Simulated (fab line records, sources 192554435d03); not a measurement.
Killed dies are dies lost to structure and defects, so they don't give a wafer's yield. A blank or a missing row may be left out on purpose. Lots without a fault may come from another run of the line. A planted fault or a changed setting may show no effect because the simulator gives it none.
fab line records | flow n5_finfet
record lots=6 wafers=17 last_day=17
route steps=1938 shown BEOL_M2@925 BEOL_M3@931 BEOL_M4@1111 PASSIVATION@1936
lots that met no fault: from a run of the same line without faults
start_h: hours from the record's first day to the start of the lot's first wafer shown | wait_h: hours since the lot's step before | " the same as in the row above | L1.1+2: a row that stands for several wafers | - no value, or no start given | * or withheld: withheld | < > ~ a bound
route shown NAME@n: a module of which the file shows steps, and the number in the route of the first | usual: mean/standard deviation of fault-free wafers | same: alike in all rows | chamber/n: place in a boat | sites: the reading at each site | _std_site: their standard deviation | _edge_site: outer sites' mean less inner sites' | radius_mm: how far each site lies from the wafer's centre | mask NAME#n: copy n | behind: the tool/chamber that last shaped the wafer | hold: why the lot was held/for how many hours/how that ended | device: the transistor (n, p or np) that didn't switch | end of line: the same wafers' tests at the end of the route | a step without rows: its recipe alone | killed: dies lost to structure and defects at the first sort, not the wafer's yield | map: a wafer's dies, x killed, . not, _ none there
set.NAME: the setting as run; set.NAME@STEP: as run at that earlier step | model.NAME: the simulator's own value behind a step, which no gauge read
lots at some steps of the route; a table a step, a row a wafer
services: from which hour (start_h, from the record's first day; less than 0 if before it) a tool's chamber was out of use, for how many hours, and why
## steps
# step N5_BEOL_M2_PRE_CLEAN_60
# recipe gas=NH3/H2 time_s=15 temp_c=* rf_power_w=300
# usual heater_power_w=102/29 rf_fwd_power_W=297.1/1.1
# columns lot.wafer tool chamber start_h wait_h heater_power_w rf_fwd_power_W since_wet_clean_h
L980.1 cvd_co-01 2 154.71 0.0 143 297.0 455
L980.2 " 0 " " 91 295.9 915
L980.6 " 2 " " 144 298.2 -
L982.1 cvd_co-02 1 164.42 0.1 82 299.2 1143
L982.5 " 2 " " 71 297.3 -
L982.6 " 0 " " 111 298.3 -
L987.1 cvd_co-01 0 206.25 0.0 89 299.2 966
L987.2 " 2 " " 143 296.8 507
L987.4 " 0 " " 90 297.5 -
L991.3 cvd_co-02 2 236.21 0.0 73 296.0 318
L991.4 " 0 " " 110 295.5 -
L991.6 " 1 " " 82 296.8 -
L995.2 cvd_co-01 0 253.92 0.0 92 298.4 1014
L995.4 " 2 " " 144 295.9 -
L995.6 " 0 " " 93 297.2 -
L998.1 cvd_co-01 2 271.59 0.0 142 296.4 572
L998.2 " 1 " " 64 297.4 135
# step N5_BEOL_M2_CO_CAP_55
# recipe material=Co target_thk_a=20 temp_c=200 precursor=CCTBA/H2 pressure_torr=30 time_s=102.1
# usual chamber_pressure_Torr=30.00/0.058 heater_power_w=257/36
# columns lot.wafer tool chamber start_h wait_h chamber_pressure_Torr heater_power_w since_wet_clean_h
L980.1 cvd_co-01 2 154.75 0.0 29.89 303 455
L980.2 " 0 " " 29.96 246 915
L980.6 " 2 " " 30.04 311 -
L982.1 cvd_co-02 1 164.46 0.0 29.95 224 1143
L982.5 " 2 " " 30.01 219 -
L982.6 " 0 " " 30.05 269 -
L987.1 cvd_co-01 0 206.31 0.0 29.91 237 966
L987.2 " 2 " " 30.05 315 507
L987.4 " 0 " " 29.92 249 -
L991.3 cvd_co-02 2 236.25 0.0 29.97 220 318
L991.4 " 0 " " 29.99 278 -
L991.6 " 1 " " 30.02 236 -
L995.2 cvd_co-01 0 253.98 0.0 29.98 251 1014
L995.4 " 2 " " 30.04 315 -
L995.6 " 0 " " 29.98 237 -
L998.1 cvd_co-01 2 271.63 0.0 30.11 299 572
L998.2 " 1 " " 30.00 208 135
# step N5_BEOL_M2_PRE_CLEAN_56
# recipe gas=NH3 time_s=15 temp_c=withheld rf_power_w=300
# step N5_BEOL_M2_DEP_57
# recipe material=SiCN target_thk_a=80 temp_c=withheld precursor=3MS/NH3 pressure_torr=3 rf_w=202 time_s=14
# usual chamber_pressure_Torr=3.000/0.0063 rf_fwd_power_W=199.0/0.79 showerhead_plenum_p_Torr=3.672/0.013 throttle_valve_pct=8.8/0.36
# columns lot.wafer tool chamber start_h wait_h chamber_pressure_Torr rf_fwd_power_W showerhead_plenum_p_Torr since_wet_clean_h throttle_valve_pct
L980.1 pecvd-03 0 154.86 0.0 3.005 198.8 3.678 677 8.4
L980.2 " 1 " " 2.993 197.9 3.676 1402 8.8
L980.6 " 1 " " 2.998 198.7 3.670 - 8.3
L982.1 pecvd-03 2 164.57 0.0 2.997 199.3 3.683 2137 9.4
L982.5 " 0 " " 3.001 199.2 3.686 - 9.2
L982.6 " 1 " " 3.005 199.1 3.674 - 8.4
L987.1 pecvd-03 1 206.48 0.0 3.004 198.1 3.676 1454 8.5
L987.2 " 0 " " 2.994 199.6 3.686 729 9.0
L987.4 " 0 " " 3.002 199.8 3.689 - 8.7
L991.3 pecvd-01 2 236.39 0.0 3.003 199.4 3.666 - 8.9
L991.4 " 1 " " 2.994 198.7 3.679 - 8.9
L991.6 " 2 " " 3.001 198.0 3.670 - 9.0
L995.2 pecvd-03 1 254.14 0.0 2.990 198.8 3.667 1502 8.2
L995.4 " 1 " " 2.996 198.0 3.677 - 8.6
L995.6 " 1 " " 2.990 199.5 3.671 - 8.6
L998.1 pecvd-03 1 271.74 0.0 3.006 198.2 3.672 1519 8.3
L998.2 " 0 " " 3.017 199.5 3.694 794 9.0
# step N5_BEOL_M2_RS_MEAS_58
# recipe thk_meas_gauge=four-point-probe reads=Co_of_BEOL_M2_CO_CAP_55+Cu_of_BEOL_M2_ECD_50+Co_of_BEOL_M2_CVD_47+TaN_of_BEOL_M2_ALD_84
# usual M2_RS=0.68/0.043
# columns lot.wafer tool chamber start_h wait_h M2_RS[ohm/sq]
L980.1 film_metro-01 - 154.93 0.0 0.63
L980.2 " - " " 0.73
L980.6 " - " " 0.63
L982.1 film_metro-02 - 164.64 0.0 0.66
L982.5 " - " " 0.64
L982.6 " - " " 0.67
L987.1 film_metro-01 - 206.56 0.1 0.61
L987.2 " - " " 0.63
L987.4 " - " " 0.68
L991.3 film_metro-02 - 236.46 0.1 0.74
L991.4 " - " " 0.64
L991.6 " - " " 0.75
L995.2 film_metro-01 - 254.23 0.1 0.64
L995.4 " - " " 0.76
L995.6 " - " " 0.71
L998.1 film_metro-01 - 271.82 0.1 0.70
L998.2 " - " " 0.67
# step N5_BEOL_M2_INSPECT_59
# recipe inspect_instrument=darkfield mode=post_dep
# usual raw_defect_count=75/22
# columns lot.wafer tool chamber start_h wait_h raw_defect_count
L980.1 defect_inspect-01 - 154.96 0.0 69
L980.2 " - " " 45
L980.6 " - " " 101
L982.1 defect_inspect-01 - 164.67 0.0 77
L982.5 " - " " 67
L982.6 " - " " 60
L987.1 defect_inspect-02 - 206.59 0.0 66
L987.2 " - " " 42
L987.4 " - " " 49
L991.3 defect_inspect-02 - 236.49 0.0 92
L991.4 " - " " 96
L991.6 " - " " 67
L995.2 defect_inspect-02 - 254.26 0.0 81
L995.4 " - " " 108
L995.6 " - " " 113
L998.1 defect_inspect-02 - 271.85 0.0 42
L998.2 " - " " 54
# step N5_BEOL_M3_ILD_DEP_00
# recipe material=SiOC target_thk_a=790 temp_c=350 precursor=DEMS/O2 pressure_torr=5 rf_w=500 time_s=15.3
# step N5_BEOL_M3_THK_MEAS_01
# recipe reads=SiOC_of_BEOL_M3_ILD_DEP_00
# usual M3_ILD_THK=79.4/1.2
# columns lot.wafer tool chamber start_h wait_h M3_ILD_THK[nm]
L980.1 film_metro-02 - 155.06 0.0 79.3
L980.2 " - " " 77.3
L980.6 " - " " 79.3
L982.1 film_metro-02 - 164.77 0.0 79.9
L982.5 " - " " 80.8
L982.6 " - " " 80.2
L987.1 film_metro-01 - 206.69 0.0 78.9
L987.2 " - " " 77.6
L987.4 " - " " 81.0
L991.3 film_metro-01 - 236.59 0.1 81.2
L991.4 " - " " 81.6
L991.6 " - " " 80.3
L995.2 film_metro-02 - 254.36 0.1 79.4
L995.4 " - " " 79.1
L995.6 " - " " 79.9
L998.1 film_metro-02 - 271.95 0.0 77.4
L998.2 " - " " 78.3
# step N5_BEOL_M3_PECVD_72
# recipe material=SiO2 target_thk_a=160 temp_c=400 precursor=TEOS/O2 pressure_torr=5.5 rf_w=450 teos_flow_sccm=53.8 gas=O2 flow_sccm=3000 time_s=18
# step N5_BEOL_M3_HM_DEP_02
# recipe material=TiN target_thk_a=200 temp_c=25 chamber_pressure_pa=0.49996
# usual throttle_valve_pct=29.5/0.97
# columns lot.wafer tool chamber start_h wait_h throttle_valve_pct
L980.1 pvd_sputter-01 - 157.16 2.0 29.6
L980.2 " - " " 29.1
L980.6 " - " " 28.7
L982.1 pvd_sputter-02 - 168.32 3.5 32.0
L982.5 " - " " 29.9
L982.6 " - " " 31.8
L987.1 pvd_sputter-01 - 206.84 0.1 28.9
L987.2 " - " " 29.8
L987.4 " - " " 28.9
L991.3 pvd_sputter-02 - 237.43 0.8 28.9
L991.4 " - " " 30.0
L991.6 " - " " 30.1
L995.2 pvd_sputter-03 - 255.57 1.2 28.7
L995.4 " - " " 29.1
L995.6 " - " " 29.0
L998.1 pvd_sputter-02 - 272.11 0.1 29.9
L998.2 " - " " 30.1
# step N5_BEOL_M3_COAT_61
# recipe resist=SOC temp_c=250 time_s=60 spin_rpm=1500 resist_thk_nm=60
# step N5_BEOL_M3_COAT_62
# recipe resist=SiARC temp_c=220 time_s=60 spin_rpm=1500 resist_thk_nm=12
# step N5_BEOL_M3_COAT_73
# recipe resist=underlayer temp_c=205 time_s=60 spin_rpm=1500 resist_thk_nm=5
# usual plate_temp_C=204.98/0.16 spin_speed_rpm=1499.9/1.1
# columns lot.wafer tool chamber start_h wait_h plate_temp_C spin_speed_rpm
L980.1 litho_track-02 0 157.29 - 205.21 1501.0
L980.2 " 0 " " 205.27 1501.3
L980.6 " 0 " " 205.11 1501.4
L982.1 litho_track-05 0 168.45 - 204.97 1496.8
L982.5 " 0 " " 205.02 1500.6
L982.6 " 0 " " 204.98 1500.7
L987.1 litho_track-05 0 206.98 - 205.31 1654.0
L987.2 " 0 " " 205.19 1651.6
L987.4 " 0 " " 205.30 1653.2
L991.3 litho_track-05 0 237.56 - 204.88 1652.0
L991.4 " 0 " " 204.85 1649.8
L991.6 " 0 " " 204.62 1652.5
L995.2 litho_track-04 0 255.70 - 204.83 1499.2
L995.4 " 0 " " 205.05 1500.7
L995.6 " 0 " " 204.91 1500.9
L998.1 litho_track-02 0 272.24 - 205.07 1499.3
L998.2 " 0 " " 204.87 1500.0
# step N5_BEOL_M3_COAT_05
# recipe resist=CAR-EUV spin_rpm=1500 resist_thk_nm=30
# step N5_BEOL_M3_EBR_07
# recipe solvent=PGMEA ebr_width_mm=1.5
# step N5_BEOL_M3_SOFTBAKE_06
# recipe temp_c=110 time_s=60 resist=CAR-EUV
# step N5_BEOL_M3_EXPOSE_08
# recipe mask_id=M3 na=0.33 source_shape=dipole sigma_inner=0.369 sigma_outer=0.767 polarization=unpolarized dose_mj=33
# step N5_BEOL_M3_PEB_09
# recipe peb_temp_c=100 peb_time_s=60 resist=CAR-EUV
# step N5_BEOL_M3_DEVELOP_10
# recipe develop_time_s=30 developer=TMAH resist=CAR-EUV rinse_liquid=surfactant_rinse dry=air_spin dev_temp_c=23
# step N5_BEOL_M3_CD_MEAS_11
# recipe target_cd_nm=17.05 landing_energy_ev=500 detector=se_inlens polarity=opening
# usual cd_nm=17.05/0.28
# columns lot.wafer tool chamber start_h wait_h cd_nm
L980.1 cd_sem-01 0 157.67 - 16.94
L980.2 " 0 " " 17.23
L980.6 " 0 " " 17.07
L982.1 cd_sem-03 0 168.73 - 16.72
L982.5 " 0 " " 16.78
L982.6 " 0 " " 17.25
L987.1 cd_sem-03 0 207.23 - 16.95
L987.2 " 0 " " 16.48
L987.4 " 0 " " 16.45
L991.3 cd_sem-01 0 237.82 - 17.03
L991.4 " 0 " " 16.84
L991.6 " 0 " " 16.89
L995.2 cd_sem-02 0 255.96 - 16.75
L995.4 " 0 " " 17.32
L995.6 " 0 " " 17.46
L998.1 cd_sem-03 0 272.63 - 17.19
L998.2 " 0 " " 16.60
# step N5_BEOL_M3_OVL_MEAS_12
# recipe points_per_wafer=522
# usual M3_OVL=0.2/0.72
# columns lot.wafer tool chamber start_h wait_h M3_OVL[nm]
L980.1 overlay-02 0 157.70 0.0 1.0
L980.2 " 0 " " 0.5
L980.6 " 0 " " 0.9
L982.1 overlay-01 0 168.77 0.0 0.6
L982.5 " 0 " " 0.4
L982.6 " 0 " " 0.8
L987.1 overlay-01 0 207.26 0.0 0.3
L987.2 " 0 " " -0.6
L987.4 " 0 " " -0.2
L991.3 overlay-02 0 237.86 0.0 0.1
L991.4 " 0 " " -0.5
L991.6 " 0 " " 0.6
L995.2 overlay-02 0 256.00 0.0 0.7
L995.4 " 0 " " -0.1
L995.6 " 0 " " -0.1
L998.1 overlay-01 0 272.66 0.0 1.2
L998.2 " 0 " " -0.2
# step N5_BEOL_M3_INSPECT_13
# recipe mode=adi inspect_instrument=brightfield
# usual raw_defect_count=419/92
# columns lot.wafer tool chamber start_h wait_h raw_defect_count
L980.1 defect_inspect-02 - 157.76 0.1 358
L980.2 " - " " 453
L980.6 " - " " 524
L982.1 defect_inspect-02 - 168.83 0.1 383
L982.5 " - " " 417
L982.6 " - " " 420
L987.1 defect_inspect-01 - 207.32 0.1 426
L987.2 " - " " 387
L987.4 " - " " 403
L991.3 defect_inspect-02 - 237.91 0.0 325
L991.4 " - " " 357
L991.6 " - " " 358
L995.2 defect_inspect-02 - 256.05 0.0 315
L995.4 " - " " 396
L995.6 " - " " 355
L998.1 defect_inspect-02 - 272.71 0.1 310
L998.2 " - " " 250
# step N5_BEOL_M3_DESCUM_16
# recipe chemistry=O2 time_s=7 source_power_w=50 bias_power_w=20 pressure_mtorr=20 rf_frequency_hz=2.712e+07 temp_c=40 resist=CAR-EUV o2_flow_sccm=225
# step N5_BEOL_M3_ETCH_74
# recipe chemistry=N2/H2 target=underlayer target_depth_a=65 mask_material=CAR-EUV time_s=5.2 ion_energy_ev=200 pressure_mtorr=30 source_w=840 bias_w=150 n2_flow_sccm=200 h2_flow_sccm=200 ends=cleared
# usual drypump_motor_current_A=5.8/0.48 etch_rf_on_time_s=5.20/0.16 n2_flow_sccm=200.0/0.6 oes_product_au=0.61/0.04 rf_fwd_power_W=819.4/2.5 rf_vpp_V=525.1/2.3 showerhead_plenum_p_Torr=2.59/0.076 throttle_valve_pct=17.99/0.26
# columns lot.wafer tool chamber start_h wait_h drypump_motor_current_A etch_rf_on_time_s n2_flow_sccm oes_product_au rf_fwd_power_W rf_hours_counter_h rf_vpp_V showerhead_plenum_p_Torr throttle_valve_pct model.etch.depth_nm
L980.1 rie_diel-03 3 157.86 0.0 5.9 5.21 199.8 0.58 819.0 214 524.3 2.65 18.51 5.033
L980.2 " 0 " " 5.9 5.33 199.5 0.60 818.3 180 526.8 2.65 18.05 5.021
L980.6 " 0 " " 5.9 5.27 200.1 0.61 819.8 - 528.3 2.65 18.06 5.007
L982.1 rie_diel-03 2 168.90 0.0 5.6 5.42 199.0 0.65 821.5 104 525.0 2.58 18.13 5.005
L982.5 " 2 " " 5.6 5.44 200.2 0.66 822.4 - 522.9 2.58 18.16 5.014
L982.6 " 0 " " 5.9 5.24 199.4 0.61 817.2 - 526.5 2.65 18.06 4.994
L987.1 rie_diel-05 3 207.72 0.0 6.0 4.73 199.9 0.58 819.0 231 522.8 2.51 18.10 4.742
L987.2 " 0 " " 5.3 4.64 200.7 0.65 818.6 164 525.0 2.63 17.58 4.745
L987.4 " 1 " " 5.1 5.09 200.6 0.60 815.8 198 526.2 2.65 18.21 4.74
L991.3 rie_diel-06 2 237.97 0.0 6.8 4.95 199.9 0.65 820.6 150 522.7 2.44 17.97 4.761
L991.4 " 3 " " 5.2 4.92 200.4 0.61 815.6 221 519.8 2.40 17.80 4.766
L991.6 " 2 " " 6.7 4.94 199.8 0.65 815.9 - 521.6 2.44 17.98 4.752
L995.2 rie_diel-05 0 256.60 0.0 5.3 4.88 199.2 0.66 820.9 177 527.8 2.63 17.60 4.996
L995.4 " 1 " " 5.1 5.41 199.2 0.58 824.9 212 526.2 2.65 18.24 4.992
L995.6 " 2 " " 6.4 5.24 200.0 0.61 818.4 - 527.8 2.63 17.98 5.012
L998.1 rie_diel-05 2 272.78 0.0 6.4 5.19 199.8 0.61 819.3 230 526.1 2.63 17.99 5.004
L998.2 " 0 " " 5.3 4.79 201.0 0.64 822.4 181 525.4 2.63 17.59 5.001
# step N5_BEOL_M3_ETCH_63
# recipe chemistry=CF4 target=SiARC target_depth_a=156 mask_material=CAR-EUV time_s=26 ion_energy_ev=80 pressure_mtorr=40 source_w=545 bias_w=36 Ar_flow_sccm=100 cf4_flow_sccm=100 ends=cleared
# usual cf4_flow_sccm=99.97/0.3 drypump_motor_current_A=5.8/0.48 etch_rf_on_time_s=26.0/0.76 oes_product_au=0.61/0.04 rf_fwd_power_W=531.9/1.8 rf_vpp_V=184.5/1.1 showerhead_plenum_p_Torr=2.18/0.054 throttle_valve_pct=15.69/0.19
# columns lot.wafer tool chamber start_h wait_h cf4_flow_sccm drypump_motor_current_A etch_rf_on_time_s oes_product_au rf_fwd_power_W rf_hours_counter_h rf_vpp_V showerhead_plenum_p_Torr throttle_valve_pct
L980.1 rie_diel-03 3 157.88 0.0 99.60 5.9 25.5 0.60 533.7 214 186.8 2.22 16.08
L980.2 " 0 " " 100.15 5.9 26.4 0.62 533.1 180 185.6 2.23 15.66
L980.6 " 0 " " 100.10 5.9 26.5 0.60 528.7 - 184.8 2.23 15.64
L982.1 rie_diel-03 2 168.92 0.0 99.82 5.6 26.9 0.66 533.8 104 184.5 2.16 15.83
L982.5 " 2 " " 99.69 5.6 27.1 0.65 532.7 - 184.8 2.16 15.83
L982.6 " 0 " " 100.66 5.9 26.8 0.60 531.6 - 186.0 2.22 15.66
L987.1 rie_diel-05 3 207.74 0.0 99.78 6.0 25.5 0.58 534.1 231 183.0 2.13 15.83
L987.2 " 0 " " 99.83 5.3 24.7 0.66 532.6 164 185.7 2.23 15.47
L987.4 " 1 " " 100.50 5.1 26.4 0.60 531.4 198 184.7 2.22 15.87
L991.3 rie_diel-06 2 237.99 0.0 100.17 6.7 26.3 0.65 530.1 150 185.0 2.07 15.72
L991.4 " 3 " " 99.68 5.2 25.9 0.62 530.0 221 181.2 2.05 15.83
L991.6 " 2 " " 99.93 6.7 26.4 0.65 530.3 - 183.7 2.07 15.69
L995.2 rie_diel-05 0 256.62 0.0 99.70 5.3 24.1 0.65 532.0 177 185.0 2.23 15.51
L995.4 " 1 " " 99.88 5.1 26.4 0.59 528.9 212 184.8 2.22 15.90
L995.6 " 2 " " 99.85 6.3 26.1 0.61 532.3 - 186.5 2.19 15.51
L998.1 rie_diel-05 2 272.80 0.0 99.62 6.4 26.2 0.61 532.4 230 184.0 2.19 15.51
L998.2 " 0 " " 99.55 5.3 24.1 0.65 533.5 181 184.1 2.23 15.50
# step N5_BEOL_M4_RC_MEAS_101
# usual DIBL_N=36.2/2.2 DIBL_P=36.5/3 IOFF_N=0.16/0.039 IOFF_P=0.22/0.047 ION_N=675/15 ION_P=463/10 SS_N=71.6/0.71 SS_P=73.4/0.94 VT_N=250/3.6 VT_P=-250/3.9
# columns lot.wafer tool chamber start_h wait_h DIBL_N[mV/V] DIBL_P[mV/V] IOFF_N[nA/um] IOFF_P[nA/um] ION_N[uA/um] ION_P[uA/um] SS_N[mV/dec] SS_P[mV/dec] VT_N[mV] VT_P[mV]
L980.1 prober-02 0 175.60 0.0 36.9 36.8 0.17 0.19 678 455 72.1 73.7 251 -254
L980.2 " 0 " " 39.5 40.5 0.22 0.28 684 468 72.5 74.3 248 -250
L980.6 " 0 " " 39.5 40.4 0.22 0.27 695 470 72.5 74.5 245 -248
L982.1 prober-01 0 189.21 0.0 38.1 37.1 0.20 0.24 677 459 71.7 73.6 246 -247
L982.5 " 0 " " 36.4 34.5 0.16 0.20 662 455 71.9 72.7 249 -251
L982.6 " 0 " " 37.4 37.4 0.17 0.26 683 471 71.5 72.5 248 -246
L987.1 prober-02 0 226.97 0.0 36.4 40.4 0.17 0.30 668 468 71.3 74.4 250 -248
L987.2 " 0 " " 37.6 40.1 0.20 0.27 683 471 71.7 73.9 247 -248
L987.4 " 0 " " 38.1 40.0 0.21 0.26 681 465 71.6 73.7 246 -248
L991.3 prober-01 0 257.15 0.3 37.4 38.4 0.16 0.20 692 466 71.3 72.7 251 -255
L991.4 " 0 " " 36.0 37.6 0.16 0.20 693 472 70.9 73.5 248 -255
L991.6 " 0 " " 35.3 35.6 0.12 0.15 659 451 70.8 72.8 254 -257
L995.2 prober-02 0 285.28 0.3 36.5 37.1 0.18 0.27 688 479 72.0 73.4 244 -244
L995.4 " 0 " " 36.1 36.2 0.18 0.24 699 487 72.1 72.3 248 -246
L995.6 " 0 " " 36.7 36.4 0.17 0.23 699 480 72.3 73.0 247 -248
L998.1 prober-01 0 289.05 0.0 36.6 38.2 0.16 0.21 672 454 72.0 73.7 250 -252
L998.2 " 0 " " 35.8 37.8 0.14 0.20 690 470 71.6 73.6 250 -253
# step N5_PASSIVATION_PROBE_49
# usual defect_limited_yield=91.5/1.5 killed_at_M0_to_M3=32/10 killed_at_M4_up=13/4.9 killed_at_contacts=13/6.1 killed_at_front_end=38/11 killed_at_other=3/3.2 killed_dies=101/18 killed_on_rim=13/4.4 killed_open=66/13 killed_short=32/8.3 sort_bin_5_function=5.0/1 sort_bin_6_memory=3.2/0.74 sort_bin_8_speed=0.1/1.1 sort_n_pass=1078/22 sort_yield_pct=91.3/1.9
# same gross_dies=1180 killed_at_back_side=0 sort_bin_4_leakage[%]=0
# columns lot.wafer tool chamber start_h wait_h defect_limited_yield[%] killed_at_M0_to_M3 killed_at_M4_up killed_at_contacts killed_at_front_end killed_at_other killed_dies killed_on_rim killed_open killed_short sort_bin_5_function[%] sort_bin_6_memory[%] sort_bin_8_speed[%] sort_n_pass sort_yield_pct[%]
L980.1 prober-01 - 284.95 0.0 93.6 28 9 13 24 1 75 12 53 18 4.1 2.1 0 1105 93.6
L980.2 prober-01 - 285.00 0.1 93.5 36 10 13 16 2 77 11 59 14 3.6 2.8 0 1103 93.5
L980.6 prober-01 - 285.20 0.3 92.2 32 9 21 30 0 92 12 66 23 4.6 2.9 0 1088 92.2
L982.1 prober-02 - 299.34 0.0 91.9 34 13 15 32 2 96 12 61 32 5.2 2.7 0 1084 91.9
L982.5 prober-02 - 299.54 0.2 90.2 31 29 15 36 5 116 15 84 29 6.4 3.1 0 1064 90.2
L982.6 prober-02 - 299.59 0.3 89.7 32 11 28 47 3 121 14 86 32 6.3 3.7 0 1059 89.7
L987.1 prober-02 - 335.35 0.0 91.4 26 9 3 55 8 101 13 43 55 4.7 3.1 0 1079 91.4
L987.2 prober-02 - 335.40 0.1 90.8 29 7 14 58 0 108 15 64 32 4.7 3.3 0 1072 90.8
L987.4 prober-02 - 335.50 0.2 88.2 48 11 15 58 7 139 7 87 51 6.7 4.4 0 1041 88.2
L991.3 prober-01 - 356.75 0.1 93.3 25 7 13 34 0 79 8 55 20 3.7 2.7 0 1101 93.3
L991.4 prober-01 - 356.80 0.2 92.2 24 7 16 42 3 92 9 57 31 3.8 3.6 0 1088 92.2
L991.6 prober-01 - 356.90 0.3 92.4 23 12 14 40 1 90 13 52 30 5.1 2.0 0 1090 92.4
# killed by level:class
L980.1 FIN_SAQP:geometric_particle:open=11 MOL_CONTACT_COAG:geometric_particle:open=11 BEOL_M0_SAQP:geometric_particle:open=7 DUMMY_GATE:geometric_particle:open=4 BEOL_M0_SAQP:geometric_particle:short=4 BEOL_M2:geometric_particle:short=4 BEOL_M3:geometric_particle:open=4 BEOL_M4:geometric_particle:open=4
L980.2 MOL_CONTACT_COAG:geometric_particle:open=11 BEOL_M3:geometric_particle:open=10 BEOL_M2:geometric_particle:open=9 STI_FIN_REVEAL:geometric_particle:open=6 BEOL_M2:geometric_particle:short=4 FIN_SAQP:geometric_particle:open=3 BEOL_M0:geometric_particle:open=3 BEOL_M1:geometric_particle:open=3
L980.6 MOL_CONTACT_COAG:geometric_particle:open=18 STI_FIN_REVEAL:geometric_particle:open=8 BEOL_M3:geometric_particle:open=7 BEOL_M0_SAQP:geometric_particle:open=6 BEOL_M2:geometric_particle:open=6 GATE_CUT:geometric_particle:short=4 GATE_CUT:geometric_particle:open=4 BEOL_M1:geometric_particle:open=4
L982.1 FIN_SAQP:geometric_particle:open=18 MOL_CONTACT_COAG:geometric_particle:open=12 BEOL_M0_SAQP:geometric_particle:short=10 BEOL_M0_SAQP:geometric_particle:open=5 BEOL_M3:geometric_particle:short=5 BEOL_M4:geometric_particle:open=5 GATE_CUT:geometric_particle:short=4 BEOL_M1:geometric_particle:open=4
L982.5 FIN_SAQP:geometric_particle:open=16 MOL_CONTACT_COAG:geometric_particle:open=12 BEOL_M4:geometric_particle:open=11 BEOL_M0_SAQP:geometric_particle:short=10 BEOL_M2:geometric_particle:open=9 BEOL_M0_SAQP:geometric_particle:open=6 BEOL_M8:geometric_particle:open=4 PASS1_DEP:geometric_particle:open=4
L982.6 MOL_CONTACT_COAG:geometric_particle:open=21 FIN_SAQP:geometric_particle:open=17 STI_FIN_REVEAL:geometric_particle:open=9 MOL_CONTACT_COAG:geometric_particle:short=7 BEOL_M0_SAQP:geometric_particle:short=7 BEOL_M1:geometric_particle:open=6 BEOL_M2:geometric_particle:open=6 BEOL_M0_SAQP:geometric_particle:open=5
L987.1 GATE_CUT:geometric_particle:short=16 FIN_SAQP:geometric_particle:short=11 BEOL_M0_SAQP:geometric_particle:short=8 STI_FIN_REVEAL:geometric_particle:open=6 BEOL_M0_SAQP:geometric_particle:open=6 FIN_SAQP:geometric_particle:open=5 GATE_CUT:geometric_particle:open=4 BEOL_M1:geometric_particle:open=4
L987.2 FIN_SAQP:geometric_particle:open=14 HKMG_FIN:area_etch=11 MOL_CONTACT_COAG:geometric_particle:open=9 BEOL_M0_SAQP:geometric_particle:short=9 BEOL_M1:geometric_particle:open=9 FIN_SAQP:geometric_particle:short=8 GATE_CUT:geometric_particle:open=5 GATE_CUT:geometric_particle:short=5
L987.4 FIN_SAQP:geometric_particle:short=17 BEOL_M0_SAQP:geometric_particle:short=16 FIN_SAQP:geometric_particle:open=15 MOL_CONTACT_COAG:geometric_particle:open=11 BEOL_M2:geometric_particle:open=8 BEOL_M0_SAQP:geometric_particle:open=7 BEOL_M1:geometric_particle:open=7 STI_FIN_REVEAL:geometric_particle:open=6
L991.3 STI_FIN_REVEAL:geometric_particle:open=10 MOL_CONTACT_COAG:geometric_particle:open=9 BEOL_M0_SAQP:geometric_particle:short=8 BEOL_M0_SAQP:geometric_particle:open=5 FIN_SAQP:geometric_particle:open=4 SPACER0:geometric_particle:open=4 BEOL_M0:geometric_particle:open=4 STARTING-WAFER:geometric_particle:open=4
L991.4 MOL_CONTACT_COAG:geometric_particle:open=10 FIN_SAQP:geometric_particle:open=9 BEOL_M0_SAQP:geometric_particle:short=8 STI_FIN_REVEAL:geometric_particle:open=7 STI_FIN_REVEAL:geometric_particle:short=6 MOL_CONTACT_COAG:geometric_particle:short=5 BEOL_M3:geometric_particle:open=5 FIN_SAQP:geometric_particle:short=4
L991.6 FIN_SAQP:geometric_particle:short=7 FIN_SAQP:geometric_particle:open=7 MOL_CONTACT_COAG:geometric_particle:open=7 MOL_CONTACT_COAG:geometric_particle:short=7 BEOL_M3:geometric_particle:open=7 STI_FIN_REVEAL:geometric_particle:open=6 BEOL_M0_SAQP:geometric_particle:short=5 DUMMY_GATE:geometric_particle:open=4
## services
# columns tool chamber start_h hours kind
rie_diel-05 3 136.41 7.8 repair
cvd_co-01 - 171.25 14.6 pm
pvd_sputter-02 - 174.82 1.6 repair
rie_diel-06 - 182.23 2.8 pm
pecvd-03 1 184.02 19.0 repair
cvd_co-02 - 185.90 14.6 pm
cvd_co-01 1 194.93 65.5 repair
pecvd-03 2 203.09 - clean
pecvd-03 2 203.09 - consumable_replace:showerhead
pecvd-03 2 203.09 29.0 scheduled_down
pecvd-03 2 203.09 29.0 vent_cycle
cvd_co-01 - 211.02 2.8 pm
pecvd-01 0 235.44 5.5 scheduled_down
rie_diel-03 - 242.73 14.6 pm
pecvd-03 0 251.95 5.5 scheduled_down
rie_diel-05 3 272.30 - clean
rie_diel-05 3 272.30 - consumable_replace:focus_ring
rie_diel-05 3 272.30 16.6 scheduled_down
rie_diel-05 3 272.30 16.6 vent_cycle
## key
first_sign step=N5_BEOL_M3_COAT_73 reading=spin_speed_rpm direction=up sigmas=99+ usual=* struck=*
effect none on later readings
model_effect step=N5_BEOL_M3_ETCH_74 value=etch.depth_nm without=4.987 struck=4.751
met_at N5_BEOL_M3_COAT_73
struck_wafers L987.1,L987.2,L987.4,L991.3,L991.4,L991.6
baseline_loss step=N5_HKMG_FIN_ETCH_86 wafers=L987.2
onset_between 168.45 206.98
fault kind=process_parameter_drift tool=litho_track-05 chamber=- onset_h=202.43 steps=N5_BEOL_M3_COAT_73 channel=spin_rpm offset=* shape=step end_h=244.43 acts_in=* stated=*
# baseline_loss: these wafers lose ten dies or more at that step, a loss of the line's own and not of a fault; the sort's usual values leave them out
